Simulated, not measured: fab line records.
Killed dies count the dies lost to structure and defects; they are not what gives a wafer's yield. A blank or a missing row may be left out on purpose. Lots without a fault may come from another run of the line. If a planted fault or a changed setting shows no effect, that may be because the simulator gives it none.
Matching of chambers ; flow n5-finfet ; 4 sister chambers for N5_MOL_CONTACT_COAG_ALD_131 on ald-sin-04
The step deposits SiO2, target thk 5 nm, pulse time 1 s, co reactant pulse time 1 s. 4 wafers are shown with their chamber, then 12 later ones without.

## WAFERS WITH THEIR CHAMBER
wafer;chamber;heater-power-w (W)
L088.1;2;92
L089.1;1;75
L089.5;3;72
L089.6;0;73

## WAFERS WITH NO CHAMBER GIVEN
wafer;heater-power-w (W)
L092.1;95
L092.3;73
L092.4;77
L093.1;74
L093.2;73
L093.3;94
L093.4;77
L093.5;73
L093.6;78
L096.2;71
L096.4;79
L096.5;72

## WHICH CHAMBER EACH ONE RAN IN
wafer;from the rows above;in truth
L092.1;2;2
L092.3;can't be placed: 0 or 3 or 1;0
L092.4;can't be placed: 1 or 0 or 3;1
L093.1;can't be placed: 0 or 1 or 3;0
L093.2;can't be placed: 0 or 3 or 1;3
L093.3;2;2
L093.4;can't be placed: 1 or 0 or 3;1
L093.5;can't be placed: 0 or 3 or 1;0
L093.6;can't be placed: 1 or 0 or 3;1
L096.2;can't be placed: 3 or 0 or 1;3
L096.4;can't be placed: 1 or 0 or 3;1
L096.5;can't be placed: 3 or 0 or 1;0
Correctly placed: 2 of 12. Not placeable from these rows: 10 (in 10, the candidates include the true chamber). Number placed wrongly: 0.
How it was worked out, from the rows above alone: a wafer's distance from a chamber is the root of the sum, over the readings, of the square of ((its reading less the chamber's mean) divided by the reading's scatter). The wafer belongs to the nearest chamber; if the next one is less than 2 further off, it can't be placed. Each chamber's mean is taken over the wafers shown for it. The scatter: with one shown wafer a chamber, the root of the mean of the squares of how far each hidden wafer lies from its nearest shown one.
